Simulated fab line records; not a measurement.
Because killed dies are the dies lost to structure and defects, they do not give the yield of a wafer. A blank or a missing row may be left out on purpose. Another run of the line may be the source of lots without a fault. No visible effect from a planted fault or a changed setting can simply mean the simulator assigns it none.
The same fault as seen by 3 desks	flow n5-finfet	each desk has only its own numbers; what lay behind them comes last
Where a reading is given only as a bound, like >300, the bound stands for it, and a mean or a difference that rests on one is marked > or <: the true number lies beyond.

AT THE METROLOGY DESK
Means of the sampled wafers that have a number, per lot and without regard to the tool the lot ran on: this is what the gauges read. Marked OUT: a lot whose mean sits more than 4 standard deviations from the usual mean, which makes it out of limits; the brackets give that distance. 7 of its 10 readings are shown, namely those furthest out on some lot.
Columns: A = DIBL_N at N5_BEOL_M4_RC_MEAS_101, usual 36.2 mV/V; B = DIBL_P at N5_BEOL_M4_RC_MEAS_101, usual 36.4 mV/V; C = IOFF_P at N5_BEOL_M4_RC_MEAS_101, usual 0.21 nA/um; D = ION_P at N5_BEOL_M4_RC_MEAS_101, usual 465 uA/um; E = SS_P at N5_BEOL_M4_RC_MEAS_101, usual 73.2 mV/dec; F = VT_N at N5_BEOL_M4_RC_MEAS_101, usual 249 mV; G = VT_P at N5_BEOL_M4_RC_MEAS_101, usual -250 mV
lot	first seen here	A	B	C	D	E	F	G
L352	day 8 03:11	37.9	39.2	0.22	463	74.0	247	-252
L361	day 11 00:33	37.5	36.5	0.18	459	72.7	250	-257
L364	day 11 07:14	36.8	37.4	0.26	476	73.5	247	-247
L365	day 11 13:28	37.6	36.0	0.22	462	73.6	245	-250
L370	day 12 18:06	37.5	37.7	0.20	452	73.1	250	-253
L372	day 12 21:07	35.5	34.4	0.21	469	73.2	250	-250
L373	day 13 20:05	35.1	34.8	0.20	468	72.8	248	-250
L374	day 14 03:27	36.2	36.8	0.21	458	73.2	250	-248
Result from this desk: across the 8 lots, nothing is out of limits.

THE DEFECT DESK
For each lot, the counts of the inspections along the route, averaged over the sampled wafers that have a number. Marked OUT: a lot whose mean sits more than 4 standard deviations from the usual mean, which makes it out of limits; the brackets give that distance.
Columns: A = raw-defect-count at N5_BEOL_M0_SAQP_INSPECT_42, usual 325; B = raw-defect-count at N5_BEOL_M0_CUTY_INSPECT_59, usual 2.0
lot	first seen here	A	B
L352	day 5 22:38	364	1.0
L361	day 8 19:05	1006 (+8.1) OUT	>200 (+99 or more) OUT
L364	day 8 23:35	224	0.7
L365	day 9 01:52	326	2.3
L370	day 10 06:08	376	2.3
L372	day 10 20:28	253	2.5
L373	day 11 17:22	296	1.0
L374	day 11 22:36	471	1.7
This desk's verdict: out of limits on L361, starting with L361 at day 8 19:05 (raw-defect-count at N5_BEOL_M0_SAQP_INSPECT_42). L352, L364, L365, L370, L372, L373, L374 stayed within limits.

FOR THE TOOL OWNER'S DESK: rie-diel-06
The tool's own readings at N5_BEOL_M0_SAQP_ETCH_107 (etches SiNx in CH3F/O2, target depth 30 nm): means of the sampled wafers that have a number, for each lot that ran on this tool. Marked OUT: a lot whose mean sits more than 4 standard deviations from the usual mean, which makes it out of limits; the brackets give that distance.
Columns: A = drypump-motor-current-A at N5_BEOL_M0_SAQP_ETCH_107, usual 5.7 A; B = oes-product-au at N5_BEOL_M0_SAQP_ETCH_107, usual 0.80 a.u.; C = rf-vpp-V at N5_BEOL_M0_SAQP_ETCH_107, usual 297 V; D = showerhead-plenum-p-Torr at N5_BEOL_M0_SAQP_ETCH_107, usual 2.03 Torr; E = throttle-valve-pct at N5_BEOL_M0_SAQP_ETCH_107, usual 16.41 %
lot	first seen here	A	B	C	D	E
L352	day 5 21:04	5.8	0.85	300	2.11	16.38
L361	day 8 14:46	5.6	0.87	299	2.10	16.15
Result from this desk: across the 2 lots, nothing is out of limits.

BROUGHT TOGETHER
The defect desk could have raised an alarm at day 8 19:05, on L361.
From the metrology desk's view, nothing was out of limits.
The desk of the tool owner found nothing out of limits.
The metrology desk holds a record of L361, inside its limits.
On record at the tool owner's desk: L361, within its limits.
The lots listed all ran N5_BEOL_M0_SAQP_ETCH_107 on rie-diel-06.

WHAT THE SIMULATOR HAD INSERTED
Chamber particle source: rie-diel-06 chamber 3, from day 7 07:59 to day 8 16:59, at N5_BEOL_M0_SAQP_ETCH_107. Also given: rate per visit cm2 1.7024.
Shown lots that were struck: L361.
Hours from the fault's start to each desk's first reading out of limits: the defect desk, 35.
